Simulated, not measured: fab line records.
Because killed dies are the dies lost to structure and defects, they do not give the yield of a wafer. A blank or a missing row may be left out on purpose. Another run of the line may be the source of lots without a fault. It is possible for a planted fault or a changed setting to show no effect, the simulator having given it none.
Which tool did it? -- flow nand_harc -- Sampling: 14 lots, 42 wafers, 6 of 1302 route steps

## WHAT THE GAUGES READ, wafer by wafer
NHARC_A_CHANNEL_FILL_D1_INSPECT_13.
lot,measured,on,raw_defect_count
L434,day 11 00:04,defect_inspect-02,255 338 226
L439,day 13 02:06,defect_inspect-02,247 350 439
L435,day 13 11:15,defect_inspect-01,324 382 301
L441,day 13 18:04,defect_inspect-01,331 435 250
L440,day 13 21:38,defect_inspect-01,766 363 592
L442,day 14 01:21,defect_inspect-01,296 231 498
L443,day 14 17:50,defect_inspect-01,313 259 418
L444,day 14 21:29,defect_inspect-01,227 373 497
L445,day 15 17:47,defect_inspect-01,417 223 174
L447,day 16 20:34,defect_inspect-02,743 463 276
L448,day 17 03:15,defect_inspect-02,348 344 386
L450,day 17 08:01,defect_inspect-01,173 153 144
L449,day 17 08:01,defect_inspect-02,748 295 272
L453,day 18 17:05,defect_inspect-02,187 172 157

NHARC_A_ONON_D2_THK_MEAS_18: measures by ellipsometry.
lot,measured,on,thk_nm (nm)
L434,day 12 22:13,film_metro-02,1017 1016 1016
L439,day 14 23:35,film_metro-01,990 991 988
L435,day 15 19:40,film_metro-02,1014 1012 1010
L441,day 15 19:41,film_metro-01,1005 1007 1006
L440,day 16 00:30,film_metro-02,992 995 993
L442,day 16 00:31,film_metro-01,1014 1016 1018
L443,day 16 14:37,film_metro-01,1001 1002 1000
L444,day 16 14:38,film_metro-01,1024 1024 1022
L445,day 17 16:42,film_metro-02,1000 1000 1001
L447,day 18 22:01,film_metro-02,1007 1008 1005
L448,day 19 02:15,film_metro-02,995 995 996
L450,day 19 02:14,film_metro-02,985 985 985
L449,day 19 02:15,film_metro-01,982 984 984
L453,day 20 15:09,film_metro-02,1016 1017 1016

NHARC_A_ONON_D2_THK_MEAS_24: measures by ellipsometry.
lot,measured,on,thk_nm (nm)
L434,day 12 23:22,film_metro-02,997 998 996
L439,day 15 00:43,film_metro-01,1004 1004 1006
L435,day 15 20:48,film_metro-02,1001 1001 1001
L441,day 15 20:49,film_metro-01,998 999 999
L440,day 16 01:38,film_metro-02,1020 1021 1020
L442,day 16 01:38,film_metro-01,996 997 999
L443,day 16 15:45,film_metro-01,1018 1016 1017
L444,day 16 15:45,film_metro-01,1009 1010 1010
L445,day 17 17:50,film_metro-01,989 991 989
L447,day 18 23:09,film_metro-02,1004 1007 1007
L448,day 19 03:23,film_metro-01,1021 1022 1020
L450,day 19 03:23,film_metro-01,637 636 636
L449,day 19 03:23,film_metro-02,993 995 993
L453,day 20 16:17,film_metro-02,676 673 676

NHARC_END_SORT_01.
lot,measured,on,killed_at_array,killed_at_other,killed_at_periphery,killed_dies,killed_open,killed_short
L443,day 28 12:52,prober-02,81 54 67,0 0 1,0 5 5,81 59 73,2 1 1,3 0 4
L450,day 30 09:01,prober-02,671 669 666,0 1 0,6 7 11,677 677 677,4 2 3,3 5 0
L453,day 32 00:50,prober-02,675 674 674,0 0 1,2 3 2,677 677 677,4 3 3,0 1 5

## WHAT TOOL EACH LOT RAN ON (gives the tool, then ch and the chambers of the sampled wafers, and finally the start)
lot,NHARC_A_ONON_D2_DEP_22,NHARC_A_CHANNEL_HOLE_D2_DEP_01
L434,"pecvd_onon-02 ch 0, day 12 22:54","pecvd-03 ch 0,1,2, day 13 03:02"
L439,"pecvd_onon-04 ch 0, day 15 00:20","pecvd-03 ch 1,2, day 15 04:27"
L435,"pecvd_onon-01 ch 0, day 15 20:18","pecvd-01 ch 1, day 16 00:29"
L441,"pecvd_onon-04 ch 0, day 15 20:22","pecvd-03 ch 0,2, day 16 00:46"
L440,"pecvd_onon-01 ch 0, day 16 01:07","pecvd-03 ch 0,1,2, day 16 05:20"
L442,"pecvd_onon-04 ch 0, day 16 01:08","pecvd-01 ch 1,2, day 16 05:37"
L443,"pecvd_onon-04 ch 0, day 16 15:14","pecvd-03 ch 0,1,2, day 16 19:30"
L444,"pecvd_onon-01 ch 0, day 16 15:15","pecvd-04 ch 1,2, day 16 21:19"
L445,"pecvd_onon-01 ch 0, day 17 17:20","pecvd-03 ch 0,2, day 17 21:47"
L447,"pecvd_onon-01 ch 0, day 18 22:38","pecvd-01 ch 0,2, day 19 04:55"
L448,"pecvd_onon-04 ch 0, day 19 02:53","pecvd-01 ch 0,1, day 19 11:23"
L450,"pecvd_onon-01 ch 0, day 19 02:52",-
L449,"pecvd_onon-02 ch 0, day 19 02:52","pecvd-01 ch 0,2, day 19 10:27"
L453,"pecvd_onon-01 ch 0, day 20 15:53",-
- NHARC_A_ONON_D2_DEP_22: target thk 1000 nm.
- NHARC_A_CHANNEL_HOLE_D2_DEP_01: deposits SiON, target thk 140 nm.

## WHAT THE TOOLS THEMSELVES READ (means of the sampled wafers that have a number; where no wafer has one, the mark that the record gives instead)
NHARC_A_CHANNEL_HOLE_D2_DEP_01.
lot,tool,heater_power_w (W),showerhead_vpp_V (V)
L434,pecvd-03,683,1113
L439,pecvd-03,689,1121
L435,pecvd-01,751,1052
L441,pecvd-03,691,1091
L440,pecvd-03,728,1125
L442,pecvd-01,700,1072
L443,pecvd-03,731,1135
L444,pecvd-04,684,1181
L445,pecvd-03,656,1083
L447,pecvd-01,856,1088
L448,pecvd-01,976,1080
L449,pecvd-01,829,1084

## THE ANSWER, worked out from the rows above alone
Rule: what is usual is taken from the lots themselves. The widest of any qualifying gaps counts: lots, ordered by their means at a reading, are off when they make up no more than a third of the lots, leave a main group of 4 or more, and stand apart from it by 3 or more times the standard deviation of that group's means. If all means in a main group match to the digits the tables above print for the reading, that group is not used. Also off: a lot with no number at a reading for which 4 or more lots have one. All remaining lots with rows at the step are treated as sound. Order of review: gauges by route order, followed by the tools' own readings, for which a lot's mean as printed above is used. The first step at which some lot is off is used, and at that step the reading that is off furthest; a lot without a number counts as furthest.
Off: L450, L453, at NHARC_A_ONON_D2_THK_MEAS_24 (thk_nm). The main group: mean 1005 nm, standard deviation 10.
A tool fits if, at a process step before that reading, it ran every lot that is off, and no sound lot after the first of them. Gauges at NHARC_A_ONON_D2_THK_MEAS_24: tried the same way as those tools. One fits: pecvd_onon-01 at NHARC_A_ONON_D2_DEP_22. Its last sound lot is L447 (day 18 22:38), its first lot that is off L450 (day 19 02:52): a fault that began between those two fits.

## WHAT HAD BEEN PUT IN BY THE SIMULATOR
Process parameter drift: pecvd_onon-01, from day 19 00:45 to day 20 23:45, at NHARC_A_ONON_D2_DEP_22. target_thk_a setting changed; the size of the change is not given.
Lots struck among those shown: L450, L453. The rule above found the same.
